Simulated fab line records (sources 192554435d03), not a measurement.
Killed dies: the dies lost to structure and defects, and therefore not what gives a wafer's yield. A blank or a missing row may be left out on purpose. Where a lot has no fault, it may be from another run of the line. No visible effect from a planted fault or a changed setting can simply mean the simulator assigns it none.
Which tool was responsible?    flow n5 finfet    29 wafers from 10 lots sampled at 5 of the route's 1938 steps

## WHAT THE GAUGES SHOWED, per wafer
N5_BEOL_M4_RC_MEAS_101. Usual: DIBL_N 36.0 mV/V, standard deviation 2.5; DIBL_P 36.2 mV/V, standard deviation 3; IOFF_N 0.16 nA/um, standard deviation 0.044; IOFF_P 0.21 nA/um, standard deviation 0.049; ION_N 671 uA/um, standard deviation 15; ION_P 461 uA/um, standard deviation 8.7; SS_N 71.5 mV/dec, standard deviation 0.72; SS_P 73.4 mV/dec, standard deviation 0.9; VT_N 251 mV, standard deviation 4.4; VT_P -250 mV, standard deviation 4.
lot   measured      on         DIBL_N (mV/V)   DIBL_P (mV/V)   IOFF_N (nA/um)  IOFF_P (nA/um)  ION_N (uA/um)  ION_P (uA/um)  SS_N (mV/dec)   SS_P (mV/dec)   VT_N (mV)    VT_P (mV)       flag
L997  day 8 21:15   prober-02  34.6 33.6 33.5  36.4 35.3 35.5  0.13 0.13 0.13  0.19 0.17 0.18  652 660 652    449 452 447    71.9 71.7 72.0  73.2 73.2 73.0  254 253 254  -252 -253 -255  
L101  day 9 23:16   prober-02  41.4 38.8 39.2  41.8 39.1 39.7  0.26 0.19 0.20  0.29 0.24 0.24  697 673 690    466 457 468    72.5 73.0 72.9  75.0 74.2 75.1  245 247 248  -246 -249 -251  
L104  day 10 06:41  prober-01  34.1 36.0 37.1  32.0 35.3 37.1  0.11 0.13 0.15  0.14 0.16 0.20  661 658 654    453 450 455    70.8 71.4 72.1  72.9 73.9 74.2  259 255 251  -259 -258 -254  
L103  day 10 07:52  prober-02  37.0 36.0 39.7  36.6 35.6 40.1  0.16 0.14 0.21  0.20 0.19 0.26  669 663 700    457 460 473    72.0 71.0 72.0  73.2 72.6 74.0  254 255 246  -252 -251 -249  
L106  day 11 04:19  prober-02  35.8 38.2 35.3  35.0 37.5 33.7  0.13 0.17 0.13  0.19 0.22 0.18  662 672 662    459 463 464    71.5 72.1 71.2  73.2 73.5 72.7  253 249 252  -253 -247 -252  
L108  day 11 20:52  prober-02  40.2 38.9 38.6  39.5 37.9 36.6  0.21 0.18 0.17  0.29 0.24 0.22  695 676 668    476 471 456    72.0 72.1 71.9  74.3 73.6 73.7  243 247 250  -245 -248 -250  
L116  day 13 18:57  prober-02  36.2 33.7 39.4  37.6 33.4 39.8  0.16 0.11 0.22  0.25 0.17 0.28  674 657 694    477 453 471    71.6 71.6 73.2  73.7 72.2 73.9  250 256 243  -247 -254 -246  
L118  day 13 20:39  prober-01  40.1 36.2 37.9  40.6 35.1 37.6  0.25 0.13 0.19  0.31 0.19 0.25  689 651 675    470 453 463    73.0 71.1 71.8  74.3 73.0 73.6  245 255 246  -242 -252 -246  
L117  day 13 21:25  prober-01  36.4 39.7 34.3  36.3 40.5 32.5  0.17 0.26 0.13  0.25 0.34 0.18  678 698 672    473 475 460    72.1 72.2 70.5  73.6 74.3 72.5  251 242 251  -248 -244 -249  
L119  day 14 06:51  prober-02  37.1 34.0       38.2 34.5       0.17 0.12       0.21 0.16       685 675        470 460        71.1 70.8       74.5 73.5       253 252      -253 -258       

## WHAT TOOL EACH LOT RAN ON (gives the tool, then ch and the chambers of the sampled wafers, and finally the start)
lot   N5_BEOL_M4_ETCH_70                  N5_BEOL_M4_SPUTTER_88         N5_BEOL_M4_ANNEAL_93          N5_BEOL_M4_ANNEAL_51
L997  rie diel-05 ch 1,2, day 8 16:14     pvd sputter-02, day 8 18:40   pvd sputter-02, day 8 19:11   rtp anneal-01 ch 0, day 8 19:44
L101  rie diel-05 ch 1,2, day 9 19:11     pvd sputter-03, day 9 21:17   pvd sputter-03, day 9 21:49   rtp anneal-02 ch 0, day 9 22:22
L104  rie diel-02 ch 1,3, day 10 01:43    pvd sputter-01, day 10 04:34  pvd sputter-01, day 10 05:05  rtp anneal-02 ch 0, day 10 05:41
L103  rie diel-01 ch 2,3, day 10 02:07    pvd sputter-03, day 10 05:35  pvd sputter-03, day 10 06:07  rtp anneal-02 ch 0, day 10 06:45
L106  rie diel-02 ch 1,2,3, day 10 23:53  pvd sputter-03, day 11 02:14  pvd sputter-03, day 11 02:46  rtp anneal-01 ch 0, day 11 03:22
L108  rie diel-02 ch 1,2, day 11 16:23    pvd sputter-02, day 11 18:43  pvd sputter-02, day 11 19:14  rtp anneal-02 ch 0, day 11 19:50
L116  rie diel-01 ch 0,3, day 13 13:22    pvd sputter-01, day 13 16:39  pvd sputter-01, day 13 17:10  rtp anneal-02 ch 0, day 13 17:49
L118  rie diel-05 ch 0,2,3, day 13 15:37  pvd sputter-02, day 13 18:10  pvd sputter-02, day 13 18:44  rtp anneal-02 ch 0, day 13 19:31
L117  rie diel-02 ch 1,2, day 13 16:01    pvd sputter-01, day 13 18:45  pvd sputter-01, day 13 19:16  rtp anneal-01 ch 0, day 13 19:52
L119  rie diel-02 ch 0,3, day 14 02:10    pvd sputter-03, day 14 04:43  pvd sputter-03, day 14 05:14  rtp anneal-02 ch 0, day 14 05:50
- N5_BEOL_M4_ETCH_70: etches SOC in N2/H2, target depth 80 nm, overetch 24 nm, time 130 s.
- N5_BEOL_M4_SPUTTER_88: material Cu, target thk 4.5 nm, time 8.29 s.
- N5_BEOL_M4_ANNEAL_93: time 240 s.
- N5_BEOL_M4_ANNEAL_51: time 90 s.

## AS READ BY THE TOOLS THEMSELVES (means over the sampled wafers that have a number; for cases with no such wafer, the mark the record gives instead)
N5_BEOL_M4_ETCH_70. Usual: drypump motor current A 5.8 A, standard deviation 0.37; oes product au 0.57 a.u., standard deviation 0.058; rf vpp V 523.7 V, standard deviation 2.4; showerhead plenum p Torr 2.55 Torr, standard deviation 0.076; temp c 40.00 C, standard deviation 0.11; throttle valve pct 18.02 %, standard deviation 0.27.
lot   tool         drypump motor current A (A)  oes product au (a.u.)  rf vpp V (V)  showerhead plenum p Torr (Torr)  temp c (C)  throttle valve pct (%)  flag
L997  rie diel-05  5.1                          0.52                   526.4         2.58                             40.02       18.06                   
L101  rie diel-05  5.1                          0.51                   525.0         2.57                             39.97       18.07                   
L104  rie diel-02  5.9                          0.58                   521.2         2.48                             40.09       18.03                   
L103  rie diel-01  5.7                          0.55                   524.8         2.56                             40.05       18.02                   
L106  rie diel-02  5.8                          0.58                   522.0         2.51                             40.05       18.00                   
L108  rie diel-02  5.8                          0.56                   522.4         2.53                             40.04       17.98                   
L116  rie diel-01  6.1                          0.62                   526.9         2.65                             40.12       17.93                   
L118  rie diel-05  6.0                          0.57                   523.0         2.50                             40.02       17.68                   
L117  rie diel-02  5.8                          0.55                   523.0         2.52                             39.96       18.03                   
L119  rie diel-02  5.6                          0.56                   522.7         2.50                             40.09       18.21                   

N5_BEOL_M4_SPUTTER_88. Usual: chuck sensor temp C -15.9 C, standard deviation 0.49; throttle valve pct 29.8 %, standard deviation 0.85.
lot   tool            chuck sensor temp C (C)  throttle valve pct (%)  flag
L997  pvd sputter-02  -16.2                    30.7                    
L101  pvd sputter-03  -16.4                    29.6                    
L104  pvd sputter-01  -15.4                    28.8                    
L103  pvd sputter-03  -16.6                    29.8                    
L106  pvd sputter-03  -16.5                    29.7                    
L108  pvd sputter-02  -16.2                    30.3                    
L116  pvd sputter-01  -15.5                    28.9                    
L118  pvd sputter-02  -16.0                    30.2                    
L117  pvd sputter-01  -15.8                    29.9                    
L119  pvd sputter-03  -16.2                    29.8                    

N5_BEOL_M4_ANNEAL_93. Usual: heater power w 844 W, standard deviation 59; susceptor temp C 400.02 C, standard deviation 0.2.
lot   tool            heater power w (W)  susceptor temp C (C)  flag
L997  pvd sputter-02  821                 399.96                
L101  pvd sputter-03  820                 400.00                
L104  pvd sputter-01  874                 399.98                
L103  pvd sputter-03  791                 400.08                
L106  pvd sputter-03  825                 400.17                
L108  pvd sputter-02  856                 399.93                
L116  pvd sputter-01  -                   -                     OFF
L118  pvd sputter-02  -                   -                     OFF
L117  pvd sputter-01  -                   -                     OFF
L119  pvd sputter-03  802                 400.11                

N5_BEOL_M4_ANNEAL_51. Usual: anneal temp c 225.01 C, standard deviation 0.14; anneal temp c max 226.17, standard deviation 0.26; wafer_temp_C_max 225.9, standard deviation 0.4.
lot   tool           anneal temp c (C)  anneal temp c max  wafer_temp_C_max  flag
L997  rtp anneal-01  225.04             226.38             226.4             
L101  rtp anneal-02  225.10             226.15             225.6             
L104  rtp anneal-02  224.95             225.96             225.3             
L103  rtp anneal-02  224.88             225.98             225.8             
L106  rtp anneal-01  224.96             226.16             226.1             
L108  rtp anneal-02  225.00             225.95             225.5             
L116  rtp anneal-02  224.97             226.04             225.9             
L118  rtp anneal-02  225.03             225.99             225.5             
L117  rtp anneal-01  224.84             226.15             226.2             
L119  rtp anneal-02  225.02             226.05             225.8             

## THE ANSWER, worked out from the rows above alone
Rule: a lot is off if the mean of its wafers that have a number lies more than 3 standard deviations from the usual mean. A lot without any number at a reading at which 4 lots or more have one is off too. Where the step has rows for the other lots, those lots are counted as sound. After the gauges, taken in route order, come the tools' own readings; for these a lot's mean is taken, as printed above. The first step at which some lot is off is used, and at that step the reading that is off furthest; a lot without a number counts as furthest.
Off at N5_BEOL_M4_ANNEAL_93 (heater power w): L116, L118, L117. Without a number there: L116, L118, L117.
If a tool, at that step or one of the process steps before it, ran each lot that is off and ran no sound lot following the first of them, it fits. Of those tried, none fits.

## WHAT HAD BEEN PUT IN BY THE SIMULATOR
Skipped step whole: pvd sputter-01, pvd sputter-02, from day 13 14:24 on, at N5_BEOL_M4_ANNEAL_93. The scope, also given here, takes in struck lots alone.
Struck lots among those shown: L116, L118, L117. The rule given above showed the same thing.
